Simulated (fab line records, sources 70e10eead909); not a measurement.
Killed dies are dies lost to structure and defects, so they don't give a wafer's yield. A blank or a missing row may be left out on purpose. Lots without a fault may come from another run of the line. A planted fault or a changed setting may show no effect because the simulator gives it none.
Which tool did it? | flow nand_harc | 12 lots, 36 wafers sampled, at 2 steps of a route of 1302

WHAT THE GAUGES READ, wafer by wafer
NHARC_A_CHANNEL_HOLE_D2_INSPECT_40.
lot  | measured     | on                | raw_defect_count
L603 | day 13 16:38 | defect_inspect-02 | 232 270 189
L604 | day 13 20:50 | defect_inspect-02 | 325 425 427
L607 | day 15 01:44 | defect_inspect-02 | 340 399 303
L606 | day 15 01:43 | defect_inspect-01 | 197 223 234
L609 | day 16 09:05 | defect_inspect-02 | 270 304 306
L610 | day 16 11:43 | defect_inspect-01 | 379 550 421
L611 | day 16 17:04 | defect_inspect-02 | 340 311 327
L614 | day 18 10:12 | defect_inspect-02 | 248 278 231
L621 | day 20 19:01 | defect_inspect-02 | 206 159 190
L623 | day 21 10:40 | defect_inspect-02 | 305 321 217
L625 | day 23 00:14 | defect_inspect-02 | 249 278 157
L626 | day 23 12:59 | defect_inspect-01 | 340 183 179

WHICH TOOL RAN EACH LOT (tool, then ch and the chambers of the sampled wafers, then the start)
lot  | NHARC_A_CHANNEL_HOLE_D2_ETCH_16
L603 | rie_diel-12 ch 0,1,3, day 13 16:38 or earlier
L604 | rie_diel-08 ch 0,3, day 13 20:50 or earlier
L607 | rie_diel-12 ch 1,3, day 15 01:44 or earlier
L606 | rie_diel-05 ch 1,2,3, day 15 01:43 or earlier
L609 | rie_diel-08 ch 0,1, day 16 09:05 or earlier
L610 | rie_diel-05 ch 0,1, day 16 11:43 or earlier
L611 | rie_diel-12 ch 0,2,3, day 16 17:04 or earlier
L614 | rie_diel-12 ch 0,1,3, day 18 10:12 or earlier
L621 | rie_diel-08 ch 2,3, day 20 19:01 or earlier
L623 | rie_diel-08 ch 0,2,3, day 21 10:40 or earlier
L625 | rie_diel-05 ch 0,3, day 23 00:14 or earlier
L626 | rie_diel-08 ch 0,2,3, day 23 12:59 or earlier
- NHARC_A_CHANNEL_HOLE_D2_ETCH_16: etches the open film in O2/COS, target depth 3100 nm, time 806 s.

WHAT THE TOOLS THEMSELVES READ (means of the sampled wafers that have a number; where no wafer has one, the mark that the record gives instead)
NHARC_A_CHANNEL_HOLE_D2_ETCH_16.
lot  | tool        | drypump_motor_current_A (A) | oes_product_au (a.u.) | rf_vpp_V (V) | showerhead_plenum_p_Torr (Torr) | throttle_valve_pct (%)
L603 | rie_diel-12 | 5.6                         | 0.985                 | 312.7        | 3.08                            | 28.334
L604 | rie_diel-08 | 6.0                         | 0.983                 | 312.3        | 3.03                            | 28.334
L607 | rie_diel-12 | 5.8                         | 0.980                 | 314.3        | 3.13                            | 28.328
L606 | rie_diel-05 | 5.7                         | 1.005                 | 315.9        | 3.20                            | 28.332
L609 | rie_diel-08 | 5.2                         | 0.993                 | 312.8        | 2.97                            | 28.332
L610 | rie_diel-05 | 5.8                         | 0.993                 | 315.4        | 3.23                            | 28.333
L611 | rie_diel-12 | 5.6                         | 0.998                 | 314.3        | 3.12                            | 28.335
L614 | rie_diel-12 | 5.7                         | 0.986                 | 313.2        | 3.07                            | 28.328
L621 | rie_diel-08 | 5.9                         | 1.005                 | 313.6        | 3.08                            | 28.332
L623 | rie_diel-08 | 5.8                         | 1.003                 | 311.8        | 3.01                            | 28.328
L625 | rie_diel-05 | 5.5                         | 1.007                 | 314.4        | 3.13                            | 28.329
L626 | rie_diel-08 | 5.8                         | 0.997                 | 312.6        | 3.01                            | 28.328

THE ANSWER, worked out from the rows above alone
Rule: what is usual is taken from the lots themselves. Put in order of their means at a reading, lots are off if they are a third of the lots or fewer, leave a main group of 4 or more, and stand apart from it by a gap of 3 or more times the standard deviation of the main group's means; of several such gaps the widest counts. A main group whose means are all the same, to the digits that the tables above print for the reading, isn't used. A lot without any number at a reading at which 4 lots or more have one is off too. The other lots that the step has rows for count as sound. The gauges are gone through in route order, then the tools' own readings, and for those a lot's mean is taken as printed above. The first step at which some lot is off is used, and at that step the reading that is off furthest; a lot without a number counts as furthest.
No lot is off at any reading shown: from this, nothing can be told.

WHAT THE SIMULATOR HAD PUT IN
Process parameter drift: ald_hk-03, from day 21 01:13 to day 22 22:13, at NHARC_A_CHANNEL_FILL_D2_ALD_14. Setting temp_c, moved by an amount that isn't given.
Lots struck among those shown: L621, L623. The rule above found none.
